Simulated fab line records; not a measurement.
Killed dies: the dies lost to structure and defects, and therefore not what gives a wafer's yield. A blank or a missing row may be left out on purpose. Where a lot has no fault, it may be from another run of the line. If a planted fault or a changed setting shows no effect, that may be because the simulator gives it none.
Comparing a struck lot with a sound one    flow n5-finfet    15 steps out of a route of 1938
Sound: these wafers, L502.1, L502.3, L502.5. Struck: wafers L518.2, L518.4 (left out: L518.1, a lot-mate that was not struck); the cause follows at the end.
For every step that has rows: the tool of each side, followed by ch and its chambers, followed by its first start. Under that, the readings that differ: sound wafers    struck wafers    difference of the means    sigmas: that difference in standard deviations of wafers without a fault.
alike: readings with means less than 2 such deviations apart, plus words and numbers identical on both sides. not compared: withheld readings, readings lacking a value on some wafer, bounds such as >300 that could conceal the same value, and numbers that have no deviation in the record and whose values overlap.
The two part at a step that has a row with sigmas, a row that says differs or no value, or rows on one side only. Non-overlapping numbers with no deviation appear without sigmas and do not part them. Lack of a reading on every wafer of one side parts them only where that side has two or more wafers.

first, 4 steps without rows for these wafers: N5_BEOL_M2_SOFTBAKE_23 (time 60 s); N5_BEOL_M2_EXPOSE_25 (exposes mask V1, defocus 5 nm); N5_BEOL_M2_PEB_26 (peb time 60 s); N5_BEOL_M2_DEVELOP_27 (develop time 30 s).
N5_BEOL_M2_CD_MEAS_28: target cd 26.2 nm, target cd y 24.1 nm.
  sound on cd-sem-01 ch 0, day 7 15:02; struck on cd-sem-02 ch 0, day 11 06:47
  alike: cd-nm
N5_BEOL_M2_OVL_MEAS_29:
  sound on overlay-02 ch 0, day 7 15:04; struck on overlay-01 ch 0, day 11 06:49
  alike: V1_OVL
N5_BEOL_M2_INSPECT_30: inspects for defects (brightfield).
  struck on defect-inspect-02, day 11 06:53; sound on defect-inspect-02, day 7 15:08
  alike: raw-defect-count
N5_BEOL_M2_DESCUM_33: chemistry O2, time 7 s.
  sound on rie-diel-05 ch 1,3, day 7 15:10; struck on rie-diel-03 ch 0,1, day 11 06:55
  alike: drypump-motor-current-A, oes-product-au, rf-vpp-V, showerhead-plenum-p-Torr, throttle-valve-pct
  not compared: rf-hours-counter-h
N5_BEOL_M2_ETCH_77: etches underlayer in N2/H2, target depth 6.5 nm, time 5.2 s.
  sound on rie-diel-05 ch 1,3, day 7 15:12; struck on rie-diel-03 ch 0,1, day 11 06:57
  alike: drypump-motor-current-A, etch-rf-on-time-s, oes-product-au, rf-vpp-V, showerhead-plenum-p-Torr, throttle-valve-pct
  not compared: rf-hours-counter-h
N5_BEOL_M2_ETCH_69: etches SiARC in CF4, target depth 15.6 nm, time 26 s.
  sound on rie-diel-05 ch 1,3, day 7 15:13; struck on rie-diel-03 ch 0,1, day 11 06:58
  alike: cf4-flow-sccm, drypump-motor-current-A, etch-rf-on-time-s, oes-product-au, rf-vpp-V, showerhead-plenum-p-Torr, throttle-valve-pct
  not compared: rf-hours-counter-h
N5_BEOL_M2_ALD_98: deposits SiO2, target thk 2.5 nm, pulse time 1 s, co reactant pulse time 1 s.
  sound on ald-sin-04 ch 0,2, day 7 15:18; struck on ald-sin-01 ch 1,3, day 11 07:03
reading             sound     struck  difference  sigmas
heater-power-w (W)  97 89 93  79 70   -18         -2
  alike: precursor-pulse-height-rel
N5_BEOL_M2_ETCHBACK_99: etches SiO2 in CHF3, target depth 5 nm, time 10.4 s.
  sound on rie-diel-03 ch 0,1,2, day 7 19:29; struck on rie-diel-03 ch 0,2, day 11 17:50
  alike: CHF3_flow_sccm, drypump-motor-current-A, oes-product-au, rf-vpp-V, showerhead-plenum-p-Torr, throttle-valve-pct
  not compared: rf-hours-counter-h
N5_BEOL_M2_ETCH_70: etches SOC in N2/H2, target depth 80 nm, overetch 24 nm, time 130 s.
  sound on rie-diel-03 ch 0,1,2, day 7 19:31; struck on rie-diel-03 ch 0,2, day 11 17:52
reading                                     sound              struck       difference  sigmas
run-length-s (s)                            152.7 153.5 153.3  169.0 169.4  +16.0       +34
model.SiARC_of_BEOL_M2_COAT_68.thk-nm (nm)  6 5.8 5.8          5 5          -1          
  alike: drypump-motor-current-A, oes-product-au, rf-vpp-V, showerhead-plenum-p-Torr, throttle-valve-pct
  not compared: rf-hours-counter-h
then, 1 step without rows for these wafers: N5_BEOL_M2_STRIP_71 (strips in N2/H2).
N5_BEOL_M4_RC_MEAS_101:
  sound on prober-02 ch 0, day 9 01:32; struck on prober-01 ch 0, day 12 21:42
  alike: DIBL_N, DIBL_P, IOFF_N, IOFF_P, ION_N, ION_P, SS_N, SS_P, VT_N, VT_P

## WHERE THEY PART
Last at N5_BEOL_M2_ETCH_70 as far as this record goes, first at N5_BEOL_M2_ALD_98. Later steps at which nothing parts them and some readings are alike: N5_BEOL_M4_RC_MEAS_101.

WHY: whatever the simulator had introduced
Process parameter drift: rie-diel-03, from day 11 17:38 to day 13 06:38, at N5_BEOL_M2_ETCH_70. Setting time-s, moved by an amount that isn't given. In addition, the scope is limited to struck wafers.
